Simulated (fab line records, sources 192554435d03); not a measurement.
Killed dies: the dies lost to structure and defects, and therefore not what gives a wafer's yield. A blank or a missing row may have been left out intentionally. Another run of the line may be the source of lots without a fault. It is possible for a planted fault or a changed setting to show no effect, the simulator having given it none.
Split-lot trial    flow n5 finfet    39 wafers read across 7 lots, on a route 1938 steps long

THE SPLIT
At N5_FIN_SAQP_ALD_61 (deposits SiO2, target thk 4 nm, pulse time 1 s, purge time 2 s), the setting ald cycles was moved away from the recipe's 43 on 12 of the 39 wafers read, by -58.1% to +58.1%. The other wafers ran this setting at the recipe's value.

The reading comes from the split's own step.

THE READING
SiO2_of_FIN_SAQP_ALD_61.thk nm (the simulator's own value, which no gauge read), in nm, at N5_FIN_SAQP_ALD_61 (deposits SiO2, target thk 4 nm, pulse time 1 s, purge time 2 s). The file gives no usual value for it. Average 3.994 nm, standard deviation 0.014 nm, over the 27 wafers here run with the recipe.

wafer   tool, chamber at the split  ald cycles as run  against the recipe  SiO2_of_FIN_SAQP_ALD_61.thk nm, nm  against lot-mates on the recipe
L078.1  ald sin-04, 0               18                 -58.1%              1.671                               -2.327
L078.2  ald sin-04, 2               18                 -58.1%              1.663                               -2.335
L078.3  ald sin-04, 1               43                 recipe              4.023                               -
L078.4  ald sin-04, 3               18                 -58.1%              1.66                                -2.338
L078.5  ald sin-04, 2               43                 recipe              3.984                               -
L078.6  ald sin-04, 1               43                 recipe              3.987                               -
L084.1  ald sin-02, 3               43                 recipe              3.98                                -
L084.2  ald sin-02, 0               43                 recipe              3.999                               -
L084.3  ald sin-02, 2               43                 recipe              3.979                               -
L084.4  ald sin-02, 1               43                 recipe              3.995                               -
L084.5  ald sin-02, 0               43                 recipe              3.973                               -
L084.6  ald sin-02, 3               43                 recipe              3.994                               -
L087.1  ald sin-02, 3               43                 recipe              3.994                               -
L087.2  ald sin-02, 0               58                 +34.9%              5.396                               +1.410
L087.3  ald sin-02, 2               58                 +34.9%              5.379                               +1.393
L087.4  ald sin-02, 1               58                 +34.9%              5.418                               +1.432
L087.5  ald sin-02, 2               43                 recipe              3.983                               -
L087.6  ald sin-02, 3               43                 recipe              3.98                                -
L088.1  ald sin-03, 1               68                 +58.1%              6.327                               +2.341
L088.2  ald sin-03, 0               43                 recipe              3.987                               -
L088.3  ald sin-03, 3               43                 recipe              3.969                               -
L088.4  ald sin-03, 2               68                 +58.1%              6.307                               +2.321
L088.5  ald sin-03, 0               43                 recipe              4.001                               -
L088.6  ald sin-03, 3               68                 +58.1%              6.296                               +2.310
L092.2  ald sin-02, 3               43                 recipe              4.007                               -
L092.3  ald sin-02, 0               43                 recipe              3.984                               -
L092.6  ald sin-02, 3               43                 recipe              4.001                               -
L094.1  ald sin-03, 2               43                 recipe              4.005                               -
L094.2  ald sin-03, 1               43                 recipe              3.997                               -
L094.3  ald sin-03, 3               26                 -39.5%              2.4                                 -1.602
L094.4  ald sin-03, 0               26                 -39.5%              2.408                               -1.594
L094.5  ald sin-03, 0               26                 -39.5%              2.428                               -1.574
L094.6  ald sin-03, 3               43                 recipe              4.003                               -
L097.1  ald sin-04, 3               43                 recipe              3.984                               -
L097.2  ald sin-04, 0               43                 recipe              4.018                               -
L097.3  ald sin-04, 2               43                 recipe              3.991                               -
L097.4  ald sin-04, 1               43                 recipe              4.009                               -
L097.5  ald sin-04, 3               43                 recipe              4.004                               -
L097.6  ald sin-04, 0               43                 recipe              4.016                               -

THE FIT
A straight line over all 39 wafers: SiO2_of_FIN_SAQP_ALD_61.thk nm changes by +0.04 nm for each +1% of ald cycles; r = +1.00; the points scatter about the line by 0.014 nm.
The same after taking each lot's own level away (the mean of its wafers on the recipe; 39 wafers): +0.0401 nm for each +1%; r = +1.00; scatter 0.013 nm.
That fit puts the effect of the largest move of ald cycles on the reading at 2.3 nm.
Measured against the standard deviation above, the lots' own levels, which go from 3.9857 to 4.0037 nm, span 1.3 times it.
Consequently the slope shifts little with the lot-to-lot level, the two slopes agreeing.
Check: with one of the wafers moved furthest among these (-58.1%) left out of the fit, the line predicts -2.33 nm for it against its lot-mates. It came out at -2.33 nm against them.

THE OTHER SPLITS THESE WAFERS WENT THROUGH
These wafers also went through other splits before the reading. Each is held against what the fit with the lots' levels taken away leaves over:
other split on the same wafers           wafers away from the commonest value  r with SiO2_of_FIN_SAQP_ALD_61.thk nm (lot level and that fit taken away)
N5_ZERO_LAYER_DEVELOP_10 develop time s  12                                    -0.06

FILE'S OWN FIT
SiO2_of_FIN_SAQP_ALD_61.thk nm changes by +0.0401 nm for each +1% of ald cycles, r = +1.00.
